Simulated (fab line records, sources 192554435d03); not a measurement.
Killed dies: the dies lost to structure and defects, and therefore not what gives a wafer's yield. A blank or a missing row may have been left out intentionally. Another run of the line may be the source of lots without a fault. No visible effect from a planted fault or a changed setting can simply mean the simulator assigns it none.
Matching of chambers | flow n5 finfet | rie diel-03 running N5_BEOL_M0_SAQP_ETCH_101: 4 sister chambers
The step etches SiNx in CH3F/O2, target depth 29.9 nm, time 42.7 s. 4 wafers are shown with their chamber, then 8 later ones without.

WAFERS WITH THEIR CHAMBER
wafer  | chamber | drypump motor current A (A)
L088.6 | 0       | 5.9
L091.4 | 2       | 6.0
L091.6 | 3       | 4.8
L092.2 | 1       | 5.4

WAFERS WITH NO CHAMBER GIVEN
wafer  | drypump motor current A (A)
L092.3 | 5.9
L092.5 | 5.9
L093.2 | 6.0
L093.5 | 4.8
L093.6 | 5.9
L097.1 | 6.0
L097.3 | 5.9
L097.4 | 5.3

THE CHAMBER EACH PASSED THROUGH
wafer  | from the rows above | in truth
L092.3 | 0                   | 0
L092.5 | 0                   | 0
L093.2 | 2                   | 2
L093.5 | 3                   | 3
L093.6 | 0                   | 0
L097.1 | 2                   | 2
L097.3 | 0                   | 0
L097.4 | 1                   | 1
8 of 8 placed correctly. Left unplaced by these rows: 0. 0 placed wrongly.
How it was worked out, from the rows above alone: a wafer's distance from a chamber is the root of the sum, over the readings, of the square of ((its reading less the chamber's mean) divided by the reading's scatter). The wafer belongs to the nearest chamber; if the next one is less than 2 further off, it can't be placed. A chamber's mean is the mean of its shown wafers. The scatter (one wafer shown for each chamber): square how far every hidden wafer sits from the nearest shown wafer, average those squares and take the square root.
